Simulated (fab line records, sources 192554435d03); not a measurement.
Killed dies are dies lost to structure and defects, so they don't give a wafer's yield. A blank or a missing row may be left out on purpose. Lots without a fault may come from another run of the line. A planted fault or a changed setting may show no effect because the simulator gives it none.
Which tool did it? | flow n5_finfet | 24 lots, 72 wafers sampled, at 4 steps of a route of 1938

WHAT THE GAUGES READ, wafer by wafer
N5_HKMG_FIN_INSPECT_28: inspects for defects (darkfield). Usual: raw_defect_count 39, standard deviation 17.
lot  | measured     | on                | raw_defect_count | flag
L074 | day 4 07:02  | defect_inspect-01 | 61 33 37         |
L075 | day 4 13:59  | defect_inspect-01 | 54 36 37         |
L076 | day 4 20:16  | defect_inspect-02 | 51 44 45         |
L077 | day 5 02:49  | defect_inspect-02 | 66 59 59         |
L078 | day 5 06:12  | defect_inspect-01 | 24 23 31         |
L079 | day 5 15:17  | defect_inspect-02 | 19 42 22         |
L080 | day 5 19:16  | defect_inspect-02 | 18 19 38         |
L081 | day 6 03:20  | defect_inspect-01 | 25 37 37         |
L082 | day 6 10:11  | defect_inspect-02 | 31 64 24         |
L083 | day 6 11:56  | defect_inspect-02 | 21 24 53         |
L084 | day 6 23:16  | defect_inspect-02 | 39 15 53         |
L085 | day 7 03:08  | defect_inspect-02 | 28 39 28         |
L087 | day 8 12:11  | defect_inspect-01 | 49 43 46         |
L086 | day 8 15:38  | defect_inspect-01 | 47 49 59         |
L088 | day 8 16:04  | defect_inspect-01 | 37 91 39         |
L089 | day 8 17:46  | defect_inspect-01 | 30 20 25         |
L090 | day 8 18:03  | defect_inspect-01 | 23 33 60         |
L093 | day 9 20:53  | defect_inspect-01 | 27 14 28         |
L091 | day 10 01:21 | defect_inspect-02 | 44 38 44         |
L094 | day 10 02:55 | defect_inspect-01 | 34 45 64         |
L095 | day 10 05:29 | defect_inspect-01 | 20 28 29         |
L092 | day 10 05:47 | defect_inspect-02 | 78 40 50         |
L096 | day 10 08:00 | defect_inspect-02 | 28 38 34         |
L097 | day 10 14:13 | defect_inspect-02 | 22 37 25         |

N5_GATE_CUT_OVL_MEAS_14. Usual: GATE_CUT_OVL -0.6 nm, standard deviation 0.63.
lot  | measured     | on         | GATE_CUT_OVL (nm) | flag
L074 | day 4 10:43  | overlay-02 | -1.7 -0.5 -1.2    |
L075 | day 4 17:43  | overlay-02 | -0.8 -0.7 -0.3    |
L076 | day 5 00:11  | overlay-01 | 0.1 -0.4 0.3      |
L077 | day 5 06:26  | overlay-02 | 0.9 0.3 0.4       |
L078 | day 5 10:08  | overlay-02 | 0.2 -0.2 -0.5     |
L079 | day 5 19:01  | overlay-02 | -1.6 -1.3 -0.3    |
L080 | day 5 23:08  | overlay-01 | -0.2 -0.4 -0.4    |
L081 | day 6 07:06  | overlay-01 | -2.4 -1.4 -1.9    |
L082 | day 6 13:55  | overlay-01 | -1.9 -1.0 0.1     |
L083 | day 6 15:34  | overlay-01 | -0.1 -0.4 0.1     |
L084 | day 7 02:53  | overlay-02 | -0.8 0.0 -1.6     |
L085 | day 7 06:54  | overlay-02 | -0.1 -0.3 -0.6    |
L087 | day 8 15:48  | overlay-01 | 0.0 -1.2 0.3      |
L086 | day 8 19:20  | overlay-01 | 0.2 0.3 -0.6      |
L088 | day 8 21:19  | overlay-01 | -0.3 -0.9 -1.8    |
L089 | day 8 23:06  | overlay-01 | -0.6 0.7 -1.1     |
L090 | day 8 23:30  | overlay-01 | -0.5 -1.2 -1.0    |
L093 | day 10 00:38 | overlay-02 | -0.8 -1.1 -1.0    |
L091 | day 10 04:58 | overlay-02 | -0.6 -0.9 -0.6    |
L094 | day 10 08:01 | overlay-02 | -0.8 -0.8 -0.9    |
L095 | day 10 10:32 | overlay-02 | 0.2 -0.7 -0.9     |
L092 | day 10 10:56 | overlay-02 | 0.3 0.0 -0.5      |
L096 | day 10 11:51 | overlay-02 | 0.0 0.1 -0.9      |
L097 | day 10 18:39 | overlay-01 | -0.3 -0.8 0.3     |

N5_GATE_CUT_INSPECT_15: inspects for defects (brightfield). Usual: raw_defect_count 128, standard deviation 40.
lot  | measured     | on                | raw_defect_count | flag
L074 | day 4 10:46  | defect_inspect-01 | 127 63 91        |
L075 | day 4 17:47  | defect_inspect-02 | 116 86 138       |
L076 | day 5 00:14  | defect_inspect-02 | 117 114 91       |
L077 | day 5 06:29  | defect_inspect-01 | 71 78 124        |
L078 | day 5 10:11  | defect_inspect-01 | 77 98 83         |
L079 | day 5 19:04  | defect_inspect-01 | 99 180 157       |
L080 | day 5 23:10  | defect_inspect-01 | 159 133 114      |
L081 | day 6 07:09  | defect_inspect-01 | 174 218 185      |
L082 | day 6 13:59  | defect_inspect-01 | 210 237 250      |
L083 | day 6 15:37  | defect_inspect-01 | 91 101 126       |
L084 | day 7 02:56  | defect_inspect-02 | 116 76 144       |
L085 | day 7 06:57  | defect_inspect-02 | 94 108 143       |
L087 | day 8 15:52  | defect_inspect-01 | 125 117 146      |
L086 | day 8 19:23  | defect_inspect-01 | 165 118 111      |
L088 | day 8 21:23  | defect_inspect-02 | 127 95 145       |
L089 | day 8 23:10  | defect_inspect-02 | 148 101 141      |
L090 | day 8 23:33  | defect_inspect-01 | 127 137 159      |
L093 | day 10 00:42 | defect_inspect-02 | 115 75 94        |
L091 | day 10 05:01 | defect_inspect-01 | 132 111 127      |
L094 | day 10 08:04 | defect_inspect-01 | 103 164 129      |
L095 | day 10 10:35 | defect_inspect-02 | 130 237 112      |
L092 | day 10 10:58 | defect_inspect-01 | 107 104 108      |
L096 | day 10 11:55 | defect_inspect-02 | 180 161 145      |
L097 | day 10 18:43 | defect_inspect-01 | 110 117 80       |

WHICH TOOL RAN EACH LOT (tool, then ch and the chambers of the sampled wafers, then the start)
lot  | N5_GATE_CUT_STRIP_59
L074 | rie_diel-03 ch 0,1, day 4 07:32
L075 | rie_diel-02 ch 0,1,2, day 4 14:24
L076 | rie_diel-03 ch 0,1,2, day 4 20:44
L077 | rie_diel-03 ch 2,3, day 5 03:15
L078 | rie_diel-01 ch 0,3, day 5 06:38
L079 | rie_diel-02 ch 1,2,3, day 5 15:42
L080 | rie_diel-02 ch 1,2, day 5 19:49
L081 | rie_diel-03 ch 0,2,3, day 6 03:47
L082 | rie_diel-01 ch 1,2,3, day 6 10:44
L083 | rie_diel-02 ch 0,1,2, day 6 12:22
L084 | rie_diel-03 ch 0,2,3, day 6 23:42
L085 | rie_diel-01 ch 1,3, day 7 03:34
L087 | rie_diel-02 ch 0,1,3, day 8 12:37
L086 | rie_diel-01 ch 0,2, day 8 16:08
L088 | rie_diel-02 ch 1,2, day 8 16:32
L089 | rie_diel-03 ch 1,2,3, day 8 18:11
L090 | rie_diel-01 ch 0,1, day 8 18:40
L093 | rie_diel-03 ch 1,2,3, day 9 21:19
L091 | rie_diel-01 ch 0,2, day 10 01:46
L094 | rie_diel-01 ch 0,2, day 10 03:20
L095 | rie_diel-02 ch 0,1,2, day 10 05:55
L092 | rie_diel-02 ch 1,2, day 10 06:13
L096 | rie_diel-03 ch 0,1,3, day 10 08:28
L097 | rie_diel-01 ch 0,2,3, day 10 15:07
- N5_GATE_CUT_STRIP_59: strips in N2/H2, time 20 s.

WHAT THE TOOLS THEMSELVES READ (means of the sampled wafers that have a number; where no wafer has one, the mark that the record gives instead)
N5_GATE_CUT_STRIP_59. Usual: drypump_motor_current_A 5.9 A, standard deviation 0.51; h2_flow_sccm 299.9 sccm, standard deviation 0.8; oes_product_au 0.80 a.u., standard deviation 0.094; rf_vpp_V 45.5 V, standard deviation 0.82; showerhead_plenum_p_Torr 3.38 Torr, standard deviation 0.11; throttle_valve_pct 12.14 %, standard deviation 0.3.
lot  | tool        | drypump_motor_current_A (A) | h2_flow_sccm (sccm) | oes_product_au (a.u.) | rf_vpp_V (V) | showerhead_plenum_p_Torr (Torr) | throttle_valve_pct (%) | flag
L074 | rie_diel-03 | 5.7                         | 299.5               | 0.77                  | 45.2         | 3.47                            | 12.33                  |
L075 | rie_diel-02 | 5.8                         | 299.8               | 0.71                  | 45.4         | 3.29                            | 12.48                  |
L076 | rie_diel-03 | 5.6                         | 299.5               | 0.78                  | 45.7         | 3.43                            | 12.18                  |
L077 | rie_diel-03 | 6.4                         | 300.2               | 0.71                  | 45.2         | 3.44                            | 12.25                  |
L078 | rie_diel-01 | 6.1                         | 299.7               | 0.80                  | 44.5         | 3.38                            | 12.04                  |
L079 | rie_diel-02 | 5.9                         | 300.1               | 0.70                  | 45.1         | 3.26                            | 12.50                  |
L080 | rie_diel-02 | 6.0                         | 300.3               | 0.70                  | 45.6         | 3.29                            | 12.56                  |
L081 | rie_diel-03 | 5.8                         | 300.4               | 0.85                  | 45.9         | 3.41                            | 11.93                  |
L082 | rie_diel-01 | 5.7                         | 300.0               | 0.84                  | 45.2         | 3.46                            | 11.94                  |
L083 | rie_diel-02 | 5.8                         | 300.0               | 0.80                  | 45.5         | 3.28                            | 12.31                  |
L084 | rie_diel-03 | 5.8                         | 300.1               | 0.83                  | 45.7         | 3.41                            | 11.94                  |
L085 | rie_diel-01 | 5.7                         | 298.8               | 0.85                  | 45.7         | 3.49                            | 11.81                  |
L087 | rie_diel-02 | 5.7                         | 300.5               | 0.77                  | 45.4         | 3.24                            | 12.28                  |
L086 | rie_diel-01 | 6.2                         | 299.9               | 0.84                  | 45.6         | 3.42                            | 12.04                  |
L088 | rie_diel-02 | 6.1                         | 298.8               | 0.89                  | 45.2         | 3.28                            | 12.19                  |
L089 | rie_diel-03 | 6.2                         | 300.5               | 0.80                  | 45.3         | 3.44                            | 12.17                  |
L090 | rie_diel-01 | 6.0                         | 299.9               | 0.87                  | 45.7         | 3.51                            | 11.79                  |
L093 | rie_diel-03 | 6.2                         | 300.0               | 0.78                  | 45.7         | 3.44                            | 12.19                  |
L091 | rie_diel-01 | 6.2                         | 300.4               | 0.82                  | 45.8         | 3.42                            | 12.06                  |
L094 | rie_diel-01 | 6.2                         | 301.2               | 0.82                  | 45.8         | 3.41                            | 12.07                  |
L095 | rie_diel-02 | 5.7                         | 301.0               | 0.85                  | 45.5         | 3.27                            | 12.16                  |
L092 | rie_diel-02 | 5.6                         | 299.7               | 0.78                  | 45.3         | 3.24                            | 12.39                  |
L096 | rie_diel-03 | 5.9                         | 300.1               | 0.79                  | 45.4         | 3.43                            | 12.15                  |
L097 | rie_diel-01 | 5.9                         | 298.8               | 0.85                  | 45.6         | 3.38                            | 11.91                  |

THE ANSWER, worked out from the rows above alone
Rule: a lot is off if the mean of its wafers that have a number lies more than 3 standard deviations from the usual mean. A lot without any number at a reading at which 4 lots or more have one is off too. The other lots that the step has rows for count as sound. The gauges are gone through in route order, then the tools' own readings, and for those a lot's mean is taken as printed above. The first step at which some lot is off is used, and at that step the reading that is off furthest; a lot without a number counts as furthest.
No lot is off at any reading shown: from this, nothing can be told.

WHAT THE SIMULATOR HAD PUT IN
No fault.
